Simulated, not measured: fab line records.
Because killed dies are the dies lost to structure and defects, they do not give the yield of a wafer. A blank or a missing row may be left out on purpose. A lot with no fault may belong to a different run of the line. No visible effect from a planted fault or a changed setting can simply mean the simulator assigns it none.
Comparing a struck lot with a sound one || flow nand-harc || 17 steps out of a route of 1302
Sound: these wafers, L542.2, L542.3, L542.6. The struck wafers were L553.1, L553.3, L553.5. At the end, the cause is stated.
Order at every step that has rows: each side's tool, ch and its chambers, its first start. Under that, the readings that differ: sound wafers || struck wafers || difference of the means || sigmas: that difference in standard deviations of wafers without a fault.
alike: readings whose means differ by less than 2 such deviations, and words and numbers that are the same on both sides. not compared: withheld readings, readings that some wafer has no value for, bounds like >300 that may hide the same value, and numbers for which the record gives no deviation and whose values overlap.
A row with sigmas, a row that says differs or no value, or rows on one side alone: a step with any of these is where the two part. When numbers do not overlap yet have no deviation, they are printed without sigmas and do not part them. A reading that every wafer of one side lacks parts them only if that side has two wafers or more.

first, 1 step without rows for these wafers: NHARC_P_GATE_HARDBAKE_47 (time 80 s).
NHARC_P_GATE_DESCUM_48: chemistry O2, time 3 s.
  sound on rie-diel-13 ch 0,1,3, day 9 00:20; struck on rie-diel-09 ch 1,3, day 13 09:58
  alike: drypump-motor-current-A, o2-flow-sccm, oes-product-au, rf-vpp-V, showerhead-plenum-p-Torr, throttle-valve-pct
  not compared: rf-hours-counter-h
after that, 1 step had no rows for these wafers: NHARC_P_GATE_IMPLANT_49.
NHARC_P_GATE_STRIP_111: strips in N2/H2, time 250 s.
  sound on plasma-asher-02 ch 0,1, day 9 00:44; struck on plasma-asher-01 ch 0, day 13 10:23
{"reading": "drypump-motor-current-A (A)", "sound": "5.5 5.6 5.5", "struck": "4.8 4.8 4.8", "difference": -0.7, "sigmas": -2}
{"reading": "heater-power-w (W)", "sound": "93 91 94", "struck": "76 76 76", "difference": -17, "sigmas": -2}
  not compared: rf-hours-counter-h
NHARC_P_GATE_STRIP_75: strips in O2.
  sound on plasma-asher-02 ch 0,1, day 9 01:00; struck on plasma-asher-01 ch 0, day 13 10:40
{"reading": "drypump-motor-current-A (A)", "sound": "5.5 5.6 5.5", "struck": "4.8 4.8 4.8", "difference": -0.7, "sigmas": -2}
{"reading": "heater-power-w (W)", "sound": "342 330 353", "struck": "278 283 286", "difference": -59, "sigmas": -2}
  not compared: rf-hours-counter-h
then, 7 steps without rows for these wafers: NHARC_P_GATE_STRIP_50 (strips in SPM, time 900 s); NHARC_P_GATE_DEHYDRATE_51 (time 120 s); NHARC_P_GATE_HMDS_52 (time 30 s); NHARC_P_GATE_COAT_53; NHARC_P_GATE_SOFTBAKE_54 (time 95 s); NHARC_P_GATE_EBR_55; NHARC_P_GATE_EXPOSE_56 (exposes mask P PSD, target cd 720 nm).
NHARC_P_GATE_PEB_57: peb time 85 s.
  sound on litho-track-05 ch 0, day 9 01:50; struck on litho-track-02 ch 0, day 13 11:29
{"reading": "heater-power-total-W (W)", "sound": "164.27 163.78 163.64", "struck": "158.14 158.02 158.41", "difference": -5.71, "sigmas": -21}
{"reading": "plate-temp-C (C)", "sound": "118.11 117.96 117.94", "struck": "115.04 115.06 115.14", "difference": -2.92, "sigmas": -29}
then, 1 step without rows for these wafers: NHARC_P_GATE_DEVELOP_58 (time 70 s).
NHARC_P_GATE_CD_MEAS_59: the cd target is 720 nm.
  sound on cd-sem-03 ch 0, day 9 01:55; struck on cd-sem-03 ch 0, day 13 11:34
{"reading": "cd-nm (nm)", "sound": "719.5 720.3 720.6", "struck": "712.4 712.4 714.4", "difference": -7.1, "sigmas": -5}
then, 1 step without rows for these wafers: NHARC_P_GATE_HARDBAKE_60 (time 80 s).
-- jump in the record: it breaks off in module P_GATE and resumes in module END (first step shown: number 1302 of the route), and 19 days separate the struck wafers' starts before and after --
NHARC_END_SORT_01:
  sound on prober-01 ch 0, day 28 05:28; struck on prober-01 ch 0, day 32 17:26
  alike: killed-at-array, killed-at-other, killed-at-periphery, killed-dies, killed-open, killed-short

## WHERE THEY PART
At NHARC_P_GATE_STRIP_111 first; at NHARC_P_GATE_CD_MEAS_59 last (within this record only). Later steps at which nothing parts them and some readings are alike: NHARC_END_SORT_01.

WHY: what had been put in by the simulator
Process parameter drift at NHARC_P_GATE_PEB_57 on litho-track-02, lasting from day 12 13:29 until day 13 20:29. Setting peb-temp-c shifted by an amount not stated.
